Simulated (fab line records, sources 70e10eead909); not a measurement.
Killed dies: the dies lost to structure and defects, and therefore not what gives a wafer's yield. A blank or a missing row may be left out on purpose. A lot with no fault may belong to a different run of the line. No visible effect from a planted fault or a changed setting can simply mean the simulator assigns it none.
Chamber matching :: flow nand harc :: rie diel-06 running NHARC_A_STAIRCASE_DESCUM_312: 4 sister chambers
The step chemistry O2, time 3 s. 4 wafers are shown with their chamber, then 9 later ones without.

## WAFERS PAIRED WITH THEIR CHAMBERS
wafer: L081.4
chamber: 0
showerhead plenum p Torr (Torr): 1.95

wafer: L085.2
chamber: 2
showerhead plenum p Torr (Torr): 2.01

wafer: L088.1
chamber: 3
showerhead plenum p Torr (Torr): 2.00

wafer: L088.6
chamber: 1
showerhead plenum p Torr (Torr): 1.86

## WAFERS MISSING THEIR CHAMBER
wafer: L089.2
showerhead plenum p Torr (Torr): 2.00

wafer: L089.5
showerhead plenum p Torr (Torr): 2.01

wafer: L089.6
showerhead plenum p Torr (Torr): 2.00

wafer: L091.2
showerhead plenum p Torr (Torr): 2.01

wafer: L091.4
showerhead plenum p Torr (Torr): 1.95

wafer: L091.6
showerhead plenum p Torr (Torr): 1.85

wafer: L096.1
showerhead plenum p Torr (Torr): 1.99

wafer: L096.4
showerhead plenum p Torr (Torr): 1.85

wafer: L096.5
showerhead plenum p Torr (Torr): 1.99

## THE CHAMBER EACH PASSED THROUGH
wafer: L089.2
from the rows above: can't be placed: 3 or 2
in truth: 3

wafer: L089.5
from the rows above: can't be placed: 2 or 3
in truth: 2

wafer: L089.6
from the rows above: can't be placed: 3 or 2
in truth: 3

wafer: L091.2
from the rows above: can't be placed: 2 or 3
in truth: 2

wafer: L091.4
from the rows above: 0
in truth: 0

wafer: L091.6
from the rows above: 1
in truth: 1

wafer: L096.1
from the rows above: can't be placed: 3 or 2
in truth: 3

wafer: L096.4
from the rows above: 1
in truth: 1

wafer: L096.5
from the rows above: can't be placed: 3 or 2
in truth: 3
3 of 9 placed correctly. These rows do not allow placing 6 (true chamber among the candidates in 6). Number placed wrongly: 0.
How it was worked out, from the rows above alone: a wafer's distance from a chamber is the root of the sum, over the readings, of the square of ((its reading less the chamber's mean) divided by the reading's scatter). If the next closest chamber is less than 2 further off than the closest, the wafer can't be placed; otherwise it belongs to the closest. The mean given for a chamber averages the wafers shown for that chamber. The scatter: root of mean squared gap, hidden wafer to nearest shown wafer, with one shown wafer a chamber.
